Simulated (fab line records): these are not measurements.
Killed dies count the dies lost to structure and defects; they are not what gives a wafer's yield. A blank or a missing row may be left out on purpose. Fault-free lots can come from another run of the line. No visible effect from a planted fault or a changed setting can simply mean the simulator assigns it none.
Chamber matching	flow nand-harc	NHARC_A_CONTACT_DESCUM_13 on rie-diel-07: 4 sister chambers
The step chemistry O2, time 3 s. 22 wafers are shown with their chamber, then 10 later ones without.

== WAFERS PAIRED WITH THEIR CHAMBERS ==
wafer	chamber	showerhead-plenum-p-Torr (Torr)	drypump-motor-current-A (A)	oes-product-au (a.u.)
L585.1	2	1.81	5.95	0.997
L585.3	3	1.82	5.72	0.997
L585.4	0	1.94	5.92	1.012
L583.1	2	1.81	5.92	0.996
L583.2	3	1.82	5.72	0.991
L583.6	2	1.81	5.93	0.994
L581.1	1	2.04	5.64	0.995
L581.2	0	1.94	5.97	1.003
L581.5	0	1.94	5.97	0.997
L584.2	3	1.81	5.70	0.998
L584.3	2	1.81	5.95	0.995
L584.4	0	1.94	5.92	1.007
L589.1	0	1.94	6.00	1.002
L589.2	3	1.81	5.71	0.997
L589.5	2	1.81	5.96	1.007
L591.1	1	2.04	5.65	1.000
L591.3	3	1.81	5.72	0.994
L591.4	2	1.81	5.94	1.009
L596.2	3	1.81	5.71	0.996
L596.4	3	1.81	5.70	0.998
L596.6	2	1.81	5.92	1.004
L594.2	2	1.81	5.92	1.015

SIGNATURES (means of the wafers above)
reading	chamber 0	chamber 1	chamber 2	chamber 3	scatter within a chamber
showerhead-plenum-p-Torr	1.9400	2.0400	1.8100	1.8129	0.00282
drypump-motor-current-A	5.9560	5.6450	5.9363	5.7114	0.0201
oes-product-au	1.00420	0.99750	1.00212	0.99586	0.00577
Rule: a wafer lies at a distance from a chamber equal to the root of the sum of squares, over the readings, of (its reading less the chamber's mean, divided by the reading's scatter). The wafer belongs to the nearest chamber; if the next one is less than 2 further off, it can't be placed. How the scatter is found: for the shown wafers, subtract from each reading the mean of its chamber, square and add these, divide the total by (wafers less chambers), then take the root.

== WAFERS MISSING THEIR CHAMBER ==
wafer	showerhead-plenum-p-Torr (Torr)	drypump-motor-current-A (A)	oes-product-au (a.u.)
L594.4	1.94	5.92	1.008
L594.5	1.81	5.94	1.017
L595.1	1.94	5.90	1.006
L595.2	1.81	5.72	0.998
L597.3	1.81	5.76	0.998
L597.5	2.04	5.68	1.013
L597.6	1.81	5.92	1.030
L604.2	1.81	5.73	0.998
L604.4	2.04	5.64	1.018
L604.6	1.81	5.72	1.008

== EACH ONE'S CHAMBER ==
wafer	from the rows above	in truth
L594.4	0	0
L594.5	2	2
L595.1	0	0
L595.2	3	3
L597.3	3	3
L597.5	1	1
L597.6	2	2
L604.2	3	3
L604.4	1	1
L604.6	3	3
Placed correctly: 10 of 10. Left unplaced by these rows: 0. Placed wrongly: 0.
